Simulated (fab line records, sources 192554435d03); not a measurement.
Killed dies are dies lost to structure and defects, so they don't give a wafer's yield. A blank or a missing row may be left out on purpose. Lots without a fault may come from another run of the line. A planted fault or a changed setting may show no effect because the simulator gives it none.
Problem report in the 8D (eight disciplines) form, filled by code | flow n5_finfet | the parts of the form that need people (team, actions taken, sign-off) are left out

1. THE PROBLEM
spin_speed_rpm at N5_BEOL_M10_COAT_22 reads a mean of 1565.2 rpm on 6 wafers of 2 lots; wafers without a fault read 1500.1 rpm with a standard deviation of 0.89. That is +73 standard deviations from the usual mean.
The step: resist thk 90 nm.
First seen on wafer L833.1, day 13 14:04, on litho_track-02. The record holds 12 wafers of 4 lots with a number at this step. Rule for "out", or "out of limits": more than 4 standard deviations from the usual mean. The other wafers with a number count as sound.

2. WHAT IT IS AND WHAT IT IS NOT
question                    | is                     | is not
which readings at this step | spin_speed_rpm         | -
which lots                  | L833, L838             | L832, L844
which wafers of those lots  | all that have a number | -
read on which tools         | litho_track-02         | litho_track-03
when                        | from day 13 14:04      | up to then (3 sound wafers); but 3 sound wafers of L844 came after

3. SUSPECTS, AND WHAT RULES EACH OUT
Counting: a tool at a process step up to the reading stays a suspect if it ran every lot that is out and no sound lot after the first of them.
- litho_track-02 at N5_BEOL_M10_COAT_22 (resist thk 90 nm): kept. It ran every lot that is out, first L833 (day 13 14:04), and no sound lot after that; its last sound lot up to then is L832 (day 13 07:24). Its own readings are out on those wafers: spin_speed_rpm.
Left after counting: litho_track-02 at N5_BEOL_M10_COAT_22.

4. THE CAUSE (what the simulator had put in)
Process parameter drift: litho_track-02, from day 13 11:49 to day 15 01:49, at N5_BEOL_M10_COAT_22. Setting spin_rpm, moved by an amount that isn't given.
Counting left only this tool.

5. THE CHAIN OF EFFECTS, in route order
Each row: a reading whose mean over the struck wafers that have a number lies more than 3 standard deviations from the usual. Only readings for which the record gives a usual standard deviation are gone through. hours: the time from each lot's start at the first step in this table that gives one to its start at this step, as a median over the lots. sigmas: the change in usual standard deviations.
hours | step                | reading        | usual      | on struck wafers | change | sigmas
0     | N5_BEOL_M10_COAT_22 | spin_speed_rpm | 1500.1 rpm | 1565.2           | +65.1  | +73
The process steps in it:
- N5_BEOL_M10_COAT_22: resist thk 90 nm.

6. WHAT WOULD HAVE CAUGHT IT SOONER
In this record the first reading out of limits was taken at day 13 14:04, 2 hours after the fault began at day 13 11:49.
